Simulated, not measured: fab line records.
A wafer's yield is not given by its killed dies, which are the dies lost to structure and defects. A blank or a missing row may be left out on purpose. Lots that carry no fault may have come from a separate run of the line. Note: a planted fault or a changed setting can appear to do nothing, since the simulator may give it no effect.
Lot-split experiment	flow n5_finfet	21 wafers read across 7 lots, on a route 1938 steps long

== ABOUT THE SPLIT ==
At N5_ZERO_LAYER_PECVD_02 (deposits SiO2 from SiH4/N2O, target thk 10 nm, time 6 s), the setting time_s was moved away from the recipe's 6 s on 10 of the 21 wafers read, by -11.0% to +9.8%. For the rest of the wafers, this setting stayed at what the recipe calls for.

Reading taken at the split's own step.

== THE READING ==
SiO2_of_ZERO_LAYER_PECVD_02.thk_nm (the simulator's own value, which no gauge read), in nm, at N5_ZERO_LAYER_PECVD_02 (deposits SiO2 from SiH4/N2O, target thk 10 nm, time 6 s). No usual value for it is given in the file. Across the 11 wafers here that went through the recipe, the average is 10.025 nm and the standard deviation 0.14 nm.

wafer	tool, chamber at the split	time_s as run, s	against the recipe	SiO2_of_ZERO_LAYER_PECVD_02.thk_nm, nm	against lot-mates on the recipe
L076.1	pecvd-02, 1	6	recipe	9.954	-
L076.3	pecvd-02, 0	6	recipe	9.686	-
L076.5	pecvd-02, 1	6.254	+4.2%	10.34	+0.520
L078.4	pecvd-03, 1	6	recipe	10.06	-
L078.5	pecvd-03, 2	6	recipe	9.917	-
L078.6	pecvd-03, 0	6	recipe	10.12	-
L080.2	pecvd-02, 0	6.589	+9.8%	10.85	+0.840
L080.4	pecvd-02, 1	6	recipe	10.01	-
L080.6	pecvd-02, 2	6.589	+9.8%	10.95	+0.940
L081.4	pecvd-03, 0	5.641	-6.0%	9.454	-0.816
L081.5	pecvd-03, 1	6	recipe	10.27	-
L081.6	pecvd-03, 2	5.641	-6.0%	9.413	-0.857
L084.1	pecvd-02, 1	6	recipe	9.997	-
L084.4	pecvd-02, 0	6	recipe	10.14	-
L084.6	pecvd-02, 2	6	recipe	10.07	-
L086.2	pecvd-02, 0	5.398	-10.0%	8.936	-1.114
L086.5	pecvd-02, 0	6	recipe	10.05	-
L086.6	pecvd-02, 2	5.398	-10.0%	8.707	-1.343
L092.2	pecvd-03, 1	5.339	-11.0%	8.77	no lot-mate on the recipe
L092.3	pecvd-03, 0	5.339	-11.0%	8.777	no lot-mate on the recipe
L092.4	pecvd-03, 0	5.339	-11.0%	8.875	no lot-mate on the recipe

FIT RESULTS
A straight line over all 21 wafers: SiO2_of_ZERO_LAYER_PECVD_02.thk_nm changes by +0.104 nm for each +1% of time_s; r = +0.98; the points scatter about the line by 0.14 nm.
The same after taking each lot's own level away (the mean of its wafers on the recipe; 18 wafers): +0.111 nm for each +1%; r = +0.98; scatter 0.12 nm.
On that fit, the largest move of time_s shifts the reading by 1.2 nm.
The span of the lots' own levels, 9.8200 to 10.2700 nm, comes to 3.2 times the standard deviation stated above.
Hence the lot-to-lot level has little effect on the slope; both slopes agree.
Check: -1.19 nm against its lot-mates is what the line predicts for one of the wafers moved furthest among these (-10.0%) when that wafer is left out of the fit. It came out at -1.11 nm against them.

== THE FILE'S OWN FIT ==
SiO2_of_ZERO_LAYER_PECVD_02.thk_nm changes by +0.113 nm for each +1% of time_s, r = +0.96.
